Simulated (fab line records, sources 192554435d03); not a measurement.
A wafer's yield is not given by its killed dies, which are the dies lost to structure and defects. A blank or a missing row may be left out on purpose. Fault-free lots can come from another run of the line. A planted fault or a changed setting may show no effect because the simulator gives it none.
Split-lot experiment | flow n5-finfet | 39 wafers read across 7 lots, on a route 1938 steps long

## THE SPLIT
At N5_DUMMY_GATE_ETCH_31 (etches SiO2 in C4F6/O2, target depth 82.5 nm, time 27.5 s), the setting target-depth-a was moved away from the recipe's 825 angstrom on 12 of the 39 wafers read, by -10.9% to +12.0%. All remaining wafers had this setting at the recipe value.

The split's own step is where the reading is taken.

## THE READING
SOC_of_DUMMY_GATE_COAT_34.thk-nm (the simulator's own value, which no gauge read), in nm, at N5_DUMMY_GATE_ETCH_31 (etches SiO2 in C4F6/O2, target depth 82.5 nm, time 27.5 s). No usual value for it is given in the file. Average 51.8 nm, standard deviation 0.24 nm, over the 27 wafers here run with the recipe.

wafer  | tool, chamber at the split | target-depth-a as run, angstrom | against the recipe | SOC_of_DUMMY_GATE_COAT_34.thk-nm, nm | against lot-mates on the recipe
L079.1 | rie-diel-04, 2             | 825                             | recipe             | 51.8                                 | -
L079.2 | rie-diel-04, 1             | 924                             | +12.0%             | 51                                   | -0.7
L079.3 | rie-diel-04, 0             | 825                             | recipe             | 51.6                                 | -
L079.4 | rie-diel-04, 3             | 924                             | +12.0%             | 50.6                                 | -1.1
L079.5 | rie-diel-04, 1             | 924                             | +12.0%             | 51.2                                 | -0.5
L079.6 | rie-diel-04, 0             | 825                             | recipe             | 51.6                                 | -
L081.1 | rie-diel-05, 2             | 825                             | recipe             | 51.8                                 | -
L081.2 | rie-diel-05, 1             | 825                             | recipe             | 51.6                                 | -
L081.3 | rie-diel-05, 0             | 825                             | recipe             | 52                                   | -
L081.4 | rie-diel-05, 3             | 825                             | recipe             | 51.8                                 | -
L081.5 | rie-diel-05, 0             | 825                             | recipe             | 52                                   | -
L081.6 | rie-diel-05, 3             | 825                             | recipe             | 51.8                                 | -
L084.1 | rie-diel-03, 1             | 825                             | recipe             | 52                                   | -
L084.2 | rie-diel-03, 2             | 734.8                           | -10.9%             | 53                                   | +0.9
L084.3 | rie-diel-03, 0             | 825                             | recipe             | 52                                   | -
L084.4 | rie-diel-03, 2             | 734.8                           | -10.9%             | 53                                   | +0.9
L084.5 | rie-diel-03, 1             | 734.8                           | -10.9%             | 52.8                                 | +0.7
L084.6 | rie-diel-03, 0             | 825                             | recipe             | 52.2                                 | -
L086.1 | rie-diel-03, 1             | 825                             | recipe             | 52                                   | -
L086.2 | rie-diel-03, 3             | 825                             | recipe             | 51.8                                 | -
L086.3 | rie-diel-03, 2             | 741.5                           | -10.1%             | 53                                   | +1.1
L086.4 | rie-diel-03, 0             | 825                             | recipe             | 52                                   | -
L086.5 | rie-diel-03, 0             | 741.5                           | -10.1%             | 52.8                                 | +0.9
L086.6 | rie-diel-03, 1             | 741.5                           | -10.1%             | 52.8                                 | +0.9
L088.1 | rie-diel-03, 0             | 825                             | recipe             | 52                                   | -
L088.2 | rie-diel-03, 2             | 857.1                           | +3.9%              | 51.4                                 | -0.5
L088.3 | rie-diel-03, 3             | 825                             | recipe             | 52                                   | -
L088.4 | rie-diel-03, 1             | 857.1                           | +3.9%              | 51.4                                 | -0.5
L088.5 | rie-diel-03, 0             | 825                             | recipe             | 51.8                                 | -
L088.6 | rie-diel-03, 1             | 857.1                           | +3.9%              | 51.4                                 | -0.5
L089.1 | rie-diel-05, 3             | 825                             | recipe             | 51.8                                 | -
L089.4 | rie-diel-05, 1             | 825                             | recipe             | 52                                   | -
L089.5 | rie-diel-05, 1             | 825                             | recipe             | 52                                   | -
L091.1 | rie-diel-04, 2             | 825                             | recipe             | 51.6                                 | -
L091.2 | rie-diel-04, 0             | 825                             | recipe             | 51.2                                 | -
L091.3 | rie-diel-04, 3             | 825                             | recipe             | 51.4                                 | -
L091.4 | rie-diel-04, 1             | 825                             | recipe             | 51.6                                 | -
L091.5 | rie-diel-04, 1             | 825                             | recipe             | 51.4                                 | -
L091.6 | rie-diel-04, 0             | 825                             | recipe             | 51.4                                 | -

THE FIT
A straight line over all 39 wafers: SOC_of_DUMMY_GATE_COAT_34.thk-nm changes by -0.0919 nm for each +1% of target-depth-a; r = -0.91; the points scatter about the line by 0.24 nm.
The same after taking each lot's own level away (the mean of its wafers on the recipe; 39 wafers): -0.078 nm for each +1%; r = -0.94; scatter 0.16 nm.
The reading moves by 0.94 nm for the largest change in target-depth-a, on that fit.
Across the lots, their own levels run from 51.43 to 52.07 nm, a range of 2.6 times the standard deviation given above.
In other words, the slope is changed by the lot-to-lot level; the two fits disagree.
Check: with one of the wafers moved furthest among these (+12.0%) left out of the fit, the line predicts -0.976 nm for it against its lot-mates. It came out at -0.667 nm against them.

## THE WHOLE CHAIN: every reading that the file lists as answering this split, in the file's order
step                  | what it does                                              | reading                                                                           | change (the file's fit)                | r (the file's)
N5_DUMMY_GATE_ETCH_31 | etches SiO2 in C4F6/O2, target depth 82.5 nm, time 27.5 s | etch.depth-nm (the simulator's own value, which no gauge read)                    | +0.769 nm for each +1% of the setting  | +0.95
N5_DUMMY_GATE_ETCH_31 | etches SiO2 in C4F6/O2, target depth 82.5 nm, time 27.5 s | SOC_of_DUMMY_GATE_COAT_34.thk-nm (the simulator's own value, which no gauge read) | -0.0782 nm for each +1% of the setting | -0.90

## THE FILE'S OWN FIT
SOC_of_DUMMY_GATE_COAT_34.thk-nm changes by -0.0782 nm for each +1% of target-depth-a, r = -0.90.
